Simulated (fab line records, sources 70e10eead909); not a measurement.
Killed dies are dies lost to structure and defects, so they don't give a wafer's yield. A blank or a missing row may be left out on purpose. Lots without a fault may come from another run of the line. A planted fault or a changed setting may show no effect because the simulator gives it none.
Which tool did it? | flow nand_harc | 12 lots, 36 wafers sampled, at 4 steps of a route of 1302

WHAT THE GAUGES READ, wafer by wafer
NHARC_P_BONDPAD_INSPECT_23.
lot  | measured     | on                | raw_defect_count
L075 | day 6 02:26  | defect_inspect-02 | 309 268 253
L078 | day 7 09:43  | defect_inspect-02 | 306 170 247
L077 | day 8 03:18  | defect_inspect-02 | 333 231 317
L081 | day 8 21:31  | defect_inspect-01 | 328 551 421
L083 | day 9 19:13  | defect_inspect-01 | 192 226 448
L085 | day 10 04:31 | defect_inspect-02 | 291 427 216
L087 | day 11 02:58 | defect_inspect-02 | 447 266 239
L089 | day 11 18:41 | defect_inspect-02 | 396 327 273
L091 | day 13 02:44 | defect_inspect-01 | 227 225 336
L094 | day 13 22:58 | defect_inspect-02 | 274 237 476
L095 | day 14 16:49 | defect_inspect-02 | 315 379 383
L097 | day 15 04:46 | defect_inspect-02 | 284 252 444

WHICH TOOL RAN EACH LOT (tool, then ch and the chambers of the sampled wafers, then the start)
lot  | NHARC_P_BONDPAD_ETCH_37            | NHARC_P_BONDPAD_STRIP_15           | NHARC_P_BONDPAD_ANNEAL_28
L075 | rie_diel-06 ch 0,3, day 5 23:58    | rie_diel-11 ch 0,2,3, day 6 00:18  | rtp_anneal-02 ch 0, day 6 01:40
L078 | rie_diel-11 ch 0,2,3, day 7 07:09  | rie_diel-10 ch 1,2, day 7 07:28    | rtp_anneal-02 ch 0, day 7 08:51
L077 | rie_diel-11 ch 0,1,2, day 8 00:44  | rie_diel-06 ch 0,1,3, day 8 01:04  | rtp_anneal-02 ch 0, day 8 02:32
L081 | rie_diel-11 ch 0,2,3, day 8 18:50  | rie_diel-06 ch 0,1,3, day 8 19:09  | rtp_anneal-01 ch 0, day 8 20:38
L083 | rie_diel-11 ch 0,2,3, day 9 16:44  | rie_diel-11 ch 1,2, day 9 17:03    | rtp_anneal-02 ch 0, day 9 18:19
L085 | rie_diel-06 ch 0,2,3, day 10 02:04 | rie_diel-10 ch 0,1,3, day 10 02:23 | rtp_anneal-01 ch 0, day 10 03:39
L087 | rie_diel-10 ch 0,2,3, day 11 00:29 | rie_diel-11 ch 1,2,3, day 11 00:47 | rtp_anneal-01 ch 0, day 11 02:05
L089 | rie_diel-11 ch 1,2,3, day 11 16:08 | rie_diel-11 ch 0,1,3, day 11 16:28 | rtp_anneal-02 ch 0, day 11 17:53
L091 | rie_diel-10 ch 1,2,3, day 13 00:09 | rie_diel-10 ch 1,2, day 13 00:31   | rtp_anneal-01 ch 0, day 13 01:49
L094 | rie_diel-06 ch 2,3, day 13 20:31   | rie_diel-11 ch 1,2,3, day 13 20:51 | rtp_anneal-01 ch 0, day 13 22:16
L095 | rie_diel-06 ch 1,2,3, day 14 14:21 | rie_diel-11 ch 0,1, day 14 14:38   | rtp_anneal-01 ch 0, day 14 15:59
L097 | rie_diel-06 ch 0,1,2, day 15 02:17 | rie_diel-11 ch 0,1,2, day 15 02:35 | rtp_anneal-01 ch 0, day 15 03:52
- NHARC_P_BONDPAD_ETCH_37: etches the open film in N2/H2, target depth 60 nm, overetch 18 nm, time 65.91 s.
- NHARC_P_BONDPAD_STRIP_15: strips in O2.
- NHARC_P_BONDPAD_ANNEAL_28: time 90 s.

THE ANSWER, worked out from the rows above alone
Rule: what is usual is taken from the lots themselves. Put in order of their means at a reading, lots are off if they are a third of the lots or fewer, leave a main group of 4 or more, and stand apart from it by a gap of 3 or more times the standard deviation of the main group's means; of several such gaps the widest counts. A main group whose means are all the same, to the digits that the tables above print for the reading, isn't used. A lot without any number at a reading at which 4 lots or more have one is off too. The other lots that the step has rows for count as sound.
No lot is off at any reading shown: from this, nothing can be told.

WHAT THE SIMULATOR HAD PUT IN
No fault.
